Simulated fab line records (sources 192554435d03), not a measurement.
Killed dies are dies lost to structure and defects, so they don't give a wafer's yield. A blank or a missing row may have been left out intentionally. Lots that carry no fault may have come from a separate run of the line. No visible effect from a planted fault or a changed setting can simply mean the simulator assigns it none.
fab line records | flow n5_finfet | part 2 of 2: steps 19 to 27 of 27
[record] lots = 5 wafers = 15 last_day = 17
route steps=1938 shown BEOL_M13@1691 BEOL_M14@1716
lots that met no fault: from a run of the same line without faults
start_h: the number of hours between the record's first day and the start of the first shown wafer of the lot | wait_h: how many hours have passed since the lot's step before this one | " same as the row above | L1.1+2: one row covering several wafers at once | - value missing, or start not given | * or withheld: withheld | < > ~ a bound
route shown NAME@n: NAME is a module with steps in the file, n the number in the route of the first one | usual: average and standard deviation across the fault-free wafers | same: alike in all rows | chamber/n: place in a boat | sites: each site's reading | _std_site: standard deviation of those values | _edge_site: mean of outer sites minus mean of inner sites | radius_mm: for every site, how far away it sits from the centre of the wafer | mask NAME#n: copy n | behind: tool/chamber where the wafer was last shaped | hold: the reason the lot was held/the length of the hold in hours/how it ended | device: the n, p or np transistor that did not switch | end of line: the same wafers' tests at the end of the route | for a step that has no rows: nothing shown but its recipe | killed: dies lost to structure and defects at the first sort, not the wafer's yield | map: a wafer's dies, x killed, . not, _ none there
set.NAME: the setting as run; set.NAME@STEP: as run at that earlier step | model.NAME: the simulator's own value behind a step, which no gauge read
lots seen at some steps along the route; tables by step, rows by wafer
services: from which hour (start_h, from the record's first day; less than 0 if before it) a tool's chamber was out of use, for how many hours, and why
[[steps]]
[step N5_BEOL_M13_ANNEAL_48]
[recipe] temp_c = 225 time_s = 90 ambient = N2
[usual] wafer_temp_C_max = 226.7/0.32
// columns lot.wafer tool chamber start_h wait_h wafer_temp_C_max
L082.1 rtp_anneal-01 0 291.69 0.1 226.6
L082.3 " 0 " " 226.9
L082.5 " 0 " " 226.6
L083.1 rtp_anneal-01 0 308.08 0.5 226.4
L083.2 " 0 " " 227.1
L083.4 " 0 " " 227.0
L084.1 rtp_anneal-01 0 312.86 0.1 226.9
L084.2 " 0 " " 226.4
L084.6 " 0 " " 226.5
L090.1 rtp_anneal-02 0 344.49 0.1 226.7
L090.2 " 0 " " 226.6
L090.6 " 0 " " 227.0
L097.2 rtp_anneal-01 0 371.34 0.6 226.9
L097.4 " 0 " " 226.3
L097.5 " 0 " " 226.5
[step N5_BEOL_M13_CMP_49]
[recipe] stop_on = SiOC t_overpolish_s = 17.1 down_force_psi = 1 platen_rpm = 50 clearing_platen_down_force_psi = 1.5 clearing_platen_rpm = 50 post_cmp_clean = cu_alkaline target_thk_nm = 420 clearing_platen_pad_velocity_m_s = 0.99484 pad_velocity_m_s = 0.99484
[usual] barrier_field_endpoint_s = 30.1/1 motor_current_A = 6.3/0.5 overpolish_run_s = 17.099/0.0098 slurry_filter_dp_kPa = 13.51/0.13
// columns lot.wafer tool chamber start_h wait_h barrier_field_endpoint_s motor_current_A overpolish_run_s slurry_filter_dp_kPa
L082.1 cmp-01 2 292.17 0.4 30.5 5.6 17.103 13.32
L082.3 " 3 " " 29.5 6.0 17.100 13.56
L082.5 " 1 " " 31.1 6.9 17.097 13.49
L083.1 cmp-01 0 308.37 0.3 30.5 6.8 17.079 13.52
L083.4 " 1 " " 31.5 6.7 17.110 13.49
L083.2 " 2 " " 31.0 5.6 17.102 13.54
L084.1 cmp-01 1 313.23 0.3 31.3 6.7 17.087 13.28
L084.2 " 2 " " 31.9 5.7 17.113 13.78
L084.6 " 3 " " 29.8 6.2 17.092 13.54
L090.2 cmp-03 3 344.83 0.2 30.3 5.5 17.110 13.63
L090.1 " 0 " " 30.2 5.7 17.115 13.55
L090.6 " 3 " " 30.6 5.6 17.074 13.67
L097.4 cmp-02 2 371.68 0.2 29.1 6.8 17.098 13.76
L097.2 " 3 " " 30.0 5.6 17.090 13.33
L097.5 " 0 " " 30.3 5.9 17.095 13.59
[step N5_BEOL_M13_THK_MEAS_50]
[recipe] thk_meas_gauge = xrf reads = Cu_of_BEOL_M13_ECD_47
[usual] M13_THK = 407/7.8
// columns lot.wafer tool chamber start_h wait_h M13_THK[nm]
L082.1 film_metro-02 - 292.42 - 415
L082.3 " - " " 411
L082.5 " - " " 417
L083.1 film_metro-02 - 308.67 - 414
L083.2 " - " " 404
L083.4 " - " " 412
L084.1 film_metro-02 - 313.45 - 408
L084.2 " - " " 417
L084.6 " - " " 414
L090.1 film_metro-02 - 345.08 - 404
L090.2 " - " " 414
L090.6 " - " " 423
L097.2 film_metro-02 - 371.90 - 411
L097.4 " - " " 405
L097.5 " - " " 414
[step N5_BEOL_M13_PRE_CLEAN_52]
[recipe] gas = NH3 time_s = 15 temp_c = withheld rf_power_w = 300
[usual] rf_fwd_power_W = 295.0/1.5
// columns lot.wafer tool chamber start_h wait_h rf_fwd_power_W
L082.1 pecvd-01 2 292.46 0.0 295.6
L082.3 " 0 " " 294.3
L082.5 " 2 " " 295.7
L083.1 pecvd-02 0 308.70 0.0 297.1
L083.2 " 1 " " 295.1
L083.4 " 1 " " 295.2
L084.1 pecvd-02 2 313.49 0.0 294.0
L084.2 " 1 " " 293.5
L084.6 " 1 " " 293.4
L090.1 pecvd-01 1 345.12 0.0 295.1
L090.2 " 0 " " 296.2
L090.6 " 2 " " 295.7
L097.2 pecvd-01 1 371.93 0.0 296.1
L097.4 " 0 " " 296.4
L097.5 " 2 " " 294.3
[step N5_BEOL_M13_DEP_53]
[recipe] material = SiCN target_thk_a = 500 temp_c = withheld precursor = 3MS/NH3 pressure_torr = 3 rf_w = 675 time_s = 17.8
[usual] rf_fwd_power_W = 666/3.1 showerhead_plenum_p_Torr = 4.152/0.019 throttle_valve_pct = 17.9/0.84
// columns lot.wafer tool chamber start_h wait_h rf_fwd_power_W showerhead_plenum_p_Torr throttle_valve_pct
L082.1 pecvd-01 2 292.49 0.0 666 4.157 19.3
L082.3 " 0 " " 666 4.120 17.4
L082.5 " 2 " " 668 4.175 19.2
L083.1 pecvd-02 0 308.73 0.0 670 4.133 18.1
L083.2 " 1 " " 668 4.175 17.1
L083.4 " 1 " " 669 4.185 17.2
L084.1 pecvd-02 2 313.51 0.0 660 4.140 16.8
L084.2 " 1 " " 667 4.176 17.3
L084.6 " 1 " " 668 4.176 17.3
L090.1 pecvd-01 1 345.15 0.0 668 4.146 18.5
L090.2 " 0 " " 666 4.105 17.1
L090.6 " 2 " " 668 4.167 19.4
L097.2 pecvd-01 1 371.96 0.0 665 4.145 18.1
L097.4 " 0 " " 667 4.112 17.2
L097.5 " 2 " " 665 4.154 19.1
[step N5_BEOL_M13_RS_MEAS_54]
[recipe] thk_meas_gauge = four-point-probe reads = Cu_of_BEOL_M13_ECD_47+Ta_of_BEOL_M13_SPUTTER_44+TaN_of_BEOL_M13_SPUTTER_43
[usual] M13_RS = 0.0448/0.00079
// columns lot.wafer tool chamber start_h wait_h M13_RS[ohm/sq]
L082.1 film_metro-02 - 292.55 0.0 0.0439
L082.3 " - " " 0.0440
L082.5 " - " " 0.0438
L083.1 film_metro-02 - 308.80 0.0 0.0437
L083.2 " - " " 0.0450
L083.4 " - " " 0.0440
L084.1 film_metro-01 - 313.58 0.0 0.0446
L084.2 " - " " 0.0438
L084.6 " - " " 0.0440
L090.1 film_metro-02 - 345.21 0.0 0.0453
L090.2 " - " " 0.0444
L090.6 " - " " 0.0434
L097.2 film_metro-02 - 372.03 0.1 0.0442
L097.4 " - " " 0.0447
L097.5 " - " " 0.0441
[step N5_BEOL_M13_INSPECT_55]
[recipe] inspect_instrument = darkfield mode = post_dep
[usual] raw_defect_count = 71/25
// columns lot.wafer tool chamber start_h wait_h raw_defect_count
L082.1 defect_inspect-02 - 292.58 0.0 72
L082.3 " - " " 31
L082.5 " - " " 70
L083.1 defect_inspect-02 - 308.82 0.0 73
L083.2 " - " " 84
L083.4 " - " " 146
L084.1 defect_inspect-01 - 313.60 0.0 63
L084.2 " - " " 40
L084.6 " - " " 52
L090.1 defect_inspect-02 - 345.24 0.0 74
L090.2 " - " " 70
L090.6 " - " " 72
L097.2 defect_inspect-02 - 372.05 0.0 89
L097.4 " - " " 83
L097.5 " - " " 38
[step N5_BEOL_M14_ILD_DEP_00]
[recipe] material = SiO2 target_thk_a = 11193 temp_c = 400 precursor = TEOS/O2 pressure_torr = 6.5 rf_w = 900 teos_flow_sccm = 161.4 gas = O2 flow_sccm = 2650 time_s = 237.4
[usual] heater_power_w = 496/79 rf_fwd_power_W = 898.2/2.7 showerhead_plenum_p_Torr = 8.35/0.032 throttle_valve_pct = 19.1/1
// columns lot.wafer tool chamber start_h wait_h heater_power_w rf_fwd_power_W showerhead_plenum_p_Torr throttle_valve_pct
L082.1 pecvd-03 1 292.62 0.0 379 898.5 8.32 19.7
L082.3 " 0 " " 618 895.2 8.38 18.5
L082.5 " 1 " " 444 893.6 8.34 19.8
L083.1 pecvd-04 2 308.86 0.0 492 901.9 8.36 18.7
L083.2 " 0 " " 482 895.8 8.30 18.9
L083.4 " 1 " " 398 892.8 8.42 20.7
L084.1 pecvd-03 0 313.64 0.0 601 900.6 8.39 18.8
L084.2 " 1 " " 461 899.4 8.35 20.1
L084.6 " 0 " " 526 902.5 8.39 18.7
L090.1 pecvd-01 0 345.28 0.0 570 898.0 8.30 17.5
L090.2 " 2 " " 435 896.3 8.34 19.9
L090.6 " 2 " " 504 891.4 8.34 20.1
L097.2 pecvd-03 0 372.09 0.0 583 899.7 8.37 18.9
L097.4 " 1 " " 352 894.7 8.32 19.9
L097.5 " 2 " " 486 903.0 8.35 17.5
[step N5_BEOL_M14_THK_MEAS_01]
[recipe] reads = SiO2_of_BEOL_M14_ILD_DEP_00
[usual] M14_ILD_THK = 1116/14
// columns lot.wafer tool chamber start_h wait_h M14_ILD_THK[nm]
L082.1 film_metro-02 - 292.80 0.1 1099
L082.3 " - " " 1108
L082.5 " - " " 1131
L083.1 film_metro-02 - 309.05 0.1 1099
L083.2 " - " " 1105
L083.4 " - " " 1137
L084.1 film_metro-02 - 313.91 0.2 1116
L084.2 " - " " 1112
L084.6 " - " " 1129
L090.1 film_metro-01 - 345.47 0.1 1123
L090.2 " - " " 1102
L090.6 " - " " 1116
L097.2 film_metro-02 - 372.28 0.1 1092
L097.4 " - " " 1117
L097.5 " - " " 1118
[[services]]
// columns tool chamber start_h hours kind
cmp-03 - 277.42 1.1 repair
rie_diel-02 0 278.93 - clean
rie_diel-02 0 278.93 - consumable_replace:focus_ring
rie_diel-02 0 278.93 18.1 scheduled_down
rie_diel-02 0 278.93 18.1 vent_cycle
cmp-02 - 289.75 4.0 repair
rie_diel-02 3 297.04 - clean
plasma_asher-02 - 301.81 0.7 repair
ecd_cu-01 - 303.60 0.5 repair
pecvd-03 - 304.90 6.0 pm
rie_diel-04 1 309.85 1.3 repair
pecvd-03 2 311.78 4.6 repair
plasma_asher-02 - 323.99 28.1 pm
cmp-01 - 328.54 0.9 repair
cmp-03 - 328.99 4.0 pm
pecvd-02 2 331.36 12.1 repair
cmp-01 - 334.46 2.0 repair
pecvd-01 - 340.44 3.9 repair
cmp-01 - 344.40 0.6 repair
cmp-01 - 350.34 0.8 repair
pecvd-02 - 352.46 1.6 repair
cmp-02 - 357.24 0.2 repair
pecvd-04 - 361.97 6.0 pm
plasma_asher-02 - 365.34 7.7 repair
